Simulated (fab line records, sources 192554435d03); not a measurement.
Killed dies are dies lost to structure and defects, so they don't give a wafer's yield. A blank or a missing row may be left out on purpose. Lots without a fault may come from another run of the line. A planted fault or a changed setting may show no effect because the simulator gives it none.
Which tool did it? | flow n5_finfet | 9 lots, 27 wafers sampled, at 3 steps of a route of 1938

WHAT THE GAUGES READ, wafer by wafer
N5_BEOL_M9_CD_MEAS_28: target cd 70 nm.
lot  | measured     | on        | cd_nm (nm)
L265 | day 9 11:04  | cd_sem-02 | 69.82 70.29 69.67
L264 | day 10 05:05 | cd_sem-02 | 69.68 70.04 69.97
L266 | day 10 05:56 | cd_sem-02 | 70.21 70.23 70.27
L269 | day 10 16:49 | cd_sem-02 | 69.66 69.88 69.84
L271 | day 11 05:31 | cd_sem-03 | 69.96 69.72 70.37
L273 | day 11 11:13 | cd_sem-02 | 70.05 69.94 69.88
L280 | day 14 02:13 | cd_sem-02 | 64.01 64.05 63.57
L281 | day 14 04:25 | cd_sem-02 | 65.09 65.35 64.82
L282 | day 14 18:59 | cd_sem-02 | 70.14 69.86 70.37

WHICH TOOL RAN EACH LOT (tool, then ch and the chambers of the sampled wafers, then the start)
lot  | N5_BEOL_M9_STRIP_19                | N5_BEOL_M9_EXPOSE_25
L265 | rie_diel-04 ch 1,2,3, day 9 10:34  | euv_scanner-02 ch 0, day 9 10:57
L264 | rie_diel-01 ch 0,1,3, day 10 04:43 | euv_scanner-01 ch 0, day 10 04:58
L266 | rie_diel-01 ch 0,1,3, day 10 05:34 | euv_scanner-01 ch 0, day 10 05:49
L269 | rie_diel-01 ch 0,2,3, day 10 16:10 | euv_scanner-01 ch 0, day 10 16:41
L271 | rie_diel-03 ch 2,3, day 11 05:00   | euv_scanner-02 ch 0, day 11 05:23
L273 | rie_diel-03 ch 1,2, day 11 10:43   | euv_scanner-02 ch 0, day 11 11:06
L280 | rie_diel-04 ch 0,2,3, day 14 00:26 | euv_scanner-02 ch 0, day 14 02:05
L281 | rie_diel-04 ch 0,2,3, day 14 04:02 | euv_scanner-02 ch 0, day 14 04:18
L282 | rie_diel-01 ch 0,1, day 14 18:07   | euv_scanner-01 ch 0, day 14 18:52
- N5_BEOL_M9_STRIP_19: strips in O2.
- N5_BEOL_M9_EXPOSE_25: exposes mask V8.

THE ANSWER, worked out from the rows above alone
Rule: what is usual is taken from the lots themselves. Put in order of their means at a reading, lots are off if they are a third of the lots or fewer, leave a main group of 4 or more, and stand apart from it by a gap of 3 or more times the standard deviation of the main group's means; of several such gaps the widest counts. A main group whose means are all the same, to the digits that the tables above print for the reading, isn't used. A lot without any number at a reading at which 4 lots or more have one is off too. The other lots that the step has rows for count as sound.
Off: L280, L281, at N5_BEOL_M9_CD_MEAS_28 (cd_nm). The main group: mean 69.99 nm, standard deviation 0.14.
A tool fits if, at a process step before that reading, it ran every lot that is off, and no sound lot after the first of them. The gauges at N5_BEOL_M9_CD_MEAS_28 are tried like those tools. Can't be told from this: 2 tools fit, rie_diel-04 at N5_BEOL_M9_STRIP_19, euv_scanner-02 at N5_BEOL_M9_EXPOSE_25.

WHAT THE SIMULATOR HAD PUT IN
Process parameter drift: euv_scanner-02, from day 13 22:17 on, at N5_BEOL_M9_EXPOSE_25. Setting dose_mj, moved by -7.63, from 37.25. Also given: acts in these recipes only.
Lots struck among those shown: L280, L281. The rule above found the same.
